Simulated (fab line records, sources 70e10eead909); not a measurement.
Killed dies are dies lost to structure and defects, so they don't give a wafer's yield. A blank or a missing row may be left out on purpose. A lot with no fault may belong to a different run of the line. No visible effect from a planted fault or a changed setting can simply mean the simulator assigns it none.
Matching of chambers / flow nandHarc / rieDiel-11 running NHARC_HYBRID_BOND_ACTIVATE_00: 4 sister chambers
The step chemistry N2, time 60 s. 16 wafers are shown with their chamber, then 8 later ones without.

== EACH WAFER AND ITS CHAMBER ==
wafer=L392.1; chamber=0; rfVppV (V)=63.8; oesProductAu (a.u.)=1.000
wafer=L392.4; chamber=2; rfVppV (V)=63.8; oesProductAu (a.u.)=1.001
wafer=L392.5; chamber=0; rfVppV (V)=64.0; oesProductAu (a.u.)=1.003
wafer=L396.1; chamber=3; rfVppV (V)=63.9; oesProductAu (a.u.)=1.003
wafer=L396.2; chamber=2; rfVppV (V)=65.0; oesProductAu (a.u.)=0.996
wafer=L396.6; chamber=3; rfVppV (V)=65.7; oesProductAu (a.u.)=0.989
wafer=L395.4; chamber=3; rfVppV (V)=65.9; oesProductAu (a.u.)=0.998
wafer=L395.5; chamber=1; rfVppV (V)=62.9; oesProductAu (a.u.)=1.007
wafer=L395.6; chamber=0; rfVppV (V)=63.4; oesProductAu (a.u.)=1.007
wafer=L400.1; chamber=1; rfVppV (V)=63.9; oesProductAu (a.u.)=0.990
wafer=L400.3; chamber=0; rfVppV (V)=63.4; oesProductAu (a.u.)=1.002
wafer=L400.6; chamber=3; rfVppV (V)=65.6; oesProductAu (a.u.)=0.994
wafer=L397.2; chamber=1; rfVppV (V)=64.0; oesProductAu (a.u.)=0.998
wafer=L397.4; chamber=3; rfVppV (V)=65.4; oesProductAu (a.u.)=0.979
wafer=L397.6; chamber=2; rfVppV (V)=64.0; oesProductAu (a.u.)=0.991
wafer=L403.1; chamber=3; rfVppV (V)=64.6; oesProductAu (a.u.)=0.994

SIGNATURES (averages over the wafers above)
reading=rfVppV; chamber 0=63.650; chamber 1=63.600; chamber 2=64.267; chamber 3=65.183; scatter within a chamber=0.634
reading=oesProductAu; chamber 0=1.00300; chamber 1=0.99833; chamber 2=0.99600; chamber 3=0.99283; scatter within a chamber=0.00683
Rule: distance of a wafer from a chamber = root of the sum over the readings of ((wafer's reading minus chamber's mean) / reading's scatter) squared. The wafer belongs to the nearest chamber; if the next one is less than 2 further off, it can't be placed. The scatter is the square root of a quotient: the sum, over the shown wafers, of each reading's squared deviation from its chamber's mean, divided by wafers minus chambers.

== WAFERS WITHOUT THEIR CHAMBER ==
wafer=L403.3; rfVppV (V)=63.5; oesProductAu (a.u.)=0.996
wafer=L403.5; rfVppV (V)=64.6; oesProductAu (a.u.)=1.004
wafer=L407.1; rfVppV (V)=63.0; oesProductAu (a.u.)=0.998
wafer=L407.5; rfVppV (V)=63.6; oesProductAu (a.u.)=0.989
wafer=L407.6; rfVppV (V)=64.0; oesProductAu (a.u.)=0.998
wafer=L408.1; rfVppV (V)=64.2; oesProductAu (a.u.)=1.008
wafer=L408.2; rfVppV (V)=61.9; oesProductAu (a.u.)=1.001
wafer=L408.3; rfVppV (V)=64.2; oesProductAu (a.u.)=0.994

== WHICH CHAMBER EACH WENT THROUGH ==
wafer=L403.3; from the rows above=can't be placed: 1 or 0 or 2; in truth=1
wafer=L403.5; from the rows above=can't be placed: 2 or 0 or 1 or 3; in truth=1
wafer=L407.1; from the rows above=can't be placed: 1 or 0 or 2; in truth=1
wafer=L407.5; from the rows above=can't be placed: 1 or 2 or 0 or 3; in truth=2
wafer=L407.6; from the rows above=can't be placed: 2 or 1 or 0 or 3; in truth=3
wafer=L408.1; from the rows above=can't be placed: 0 or 1 or 2 or 3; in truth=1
wafer=L408.2; from the rows above=can't be placed: 1 or 0 or 2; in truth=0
wafer=L408.3; from the rows above=can't be placed: 2 or 1 or 3 or 0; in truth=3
0 of 8 placed correctly. Unplaceable from these rows: 8, with the true chamber sitting among the candidates in 8. 0 placed wrongly.
